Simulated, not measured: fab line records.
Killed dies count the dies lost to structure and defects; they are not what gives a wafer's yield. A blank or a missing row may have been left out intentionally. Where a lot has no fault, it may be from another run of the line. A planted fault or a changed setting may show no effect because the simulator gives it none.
Struck lot and sound lot, side by side    flow nand-harc    14 out of 1302 route steps
Sound: wafers L124.1, L124.4, L124.5. Struck: wafer L128.5 (L128.1, L128.4, from the same lot, were not struck and are left out); the cause is given at the end.
At each step with rows: each side's tool, then ch and its chambers, then its first start. Under that, the readings that differ: sound wafers    struck wafers    difference of the means    sigmas: that difference in standard deviations of wafers without a fault.
alike: readings whose means differ by less than 2 such deviations, and words and numbers that are the same on both sides. not compared: withheld readings, readings that some wafer has no value for, bounds like >300 that may hide the same value, and numbers for which the record gives no deviation and whose values overlap.
Wherever a step has rows on one side only, a row that says differs or no value, or a row with sigmas, the two part there. Numbers that don't overlap but have no deviation are shown without sigmas and don't part them. A reading missing from all wafers of one side parts the sides only when that side holds two or more wafers.

first, 7 steps without rows for these wafers: NHARC_A_BONDPAD_COAT_33 (time 65 s); NHARC_A_BONDPAD_COAT_03 (resist thk 600 nm); NHARC_A_BONDPAD_SOFTBAKE_04 (time 70 s); NHARC_A_BONDPAD_EBR_05; NHARC_A_BONDPAD_EXPOSE_06 (exposes mask A BPAD); NHARC_A_BONDPAD_PEB_07 (peb time 80 s); NHARC_A_BONDPAD_DEVELOP_08 (time 50 s).
NHARC_A_BONDPAD_CD_MEAS_09 targets a cd of 500 nm.
  sound on cd-sem-03 ch 0, day 26 11:04; struck on cd-sem-02 ch 0, day 28 07:58
  alike: cd-nm
NHARC_A_BONDPAD_OVL_MEAS_35:
  sound: overlay-01 at day 26 11:10; struck: overlay-01 at day 28 08:03
  alike: overlay-x-nm, overlay-y-nm
then, 1 step without rows for these wafers: NHARC_A_BONDPAD_HARDBAKE_10 (time 65 s).
NHARC_A_BONDPAD_DESCUM_11: chemistry O2, time 3 s.
  sound on rie-diel-12 ch 0,1,2, day 26 11:17; struck on rie-diel-12 ch 1, day 28 08:11
  alike: drypump-motor-current-A, oes-product-au, rf-vpp-V, showerhead-plenum-p-Torr, throttle-valve-pct
  not compared: rf-hours-counter-h
NHARC_A_BONDPAD_ETCH_34: etches the open film in N2/H2, target depth 60 nm, overetch 18 nm, time 65.91 s.
  sound on rie-diel-12 ch 0,1, day 26 11:24; struck on rie-diel-12 ch 2, day 28 08:16
reading                sound              struck  difference  sigmas
oes-product-au (a.u.)  0.991 0.990 0.984  1.018   +0.030      +2
  alike: drypump-motor-current-A, rf-vpp-V, showerhead-plenum-p-Torr, throttle-valve-pct
  not compared: rf-hours-counter-h
NHARC_A_BONDPAD_ETCH_12: etches the open film in CHF3/O2, target depth 220 nm, time 110 s.
  sound on rie-diel-12 ch 0,1,2, day 26 11:30; struck on rie-diel-12 ch 0, day 28 08:22
reading                sound              struck  difference  sigmas
oes-product-au (a.u.)  0.917 0.906 0.913  0.854   -0.058      -3
  alike: drypump-motor-current-A, rf-vpp-V, showerhead-plenum-p-Torr, throttle-valve-pct
  not compared: rf-hours-counter-h
NHARC_A_BONDPAD_CD_MEAS_13:
  sound: cd-sem-02 at day 26 11:40; struck: cd-sem-03 at day 28 08:29
  alike: cd-nm

== WHERE THEY PART ==
First at NHARC_A_BONDPAD_ETCH_34; last, within this record, at NHARC_A_BONDPAD_ETCH_12. Later steps at which nothing parts them and some readings are alike: NHARC_A_BONDPAD_CD_MEAS_13.

WHY: what had been put in by the simulator
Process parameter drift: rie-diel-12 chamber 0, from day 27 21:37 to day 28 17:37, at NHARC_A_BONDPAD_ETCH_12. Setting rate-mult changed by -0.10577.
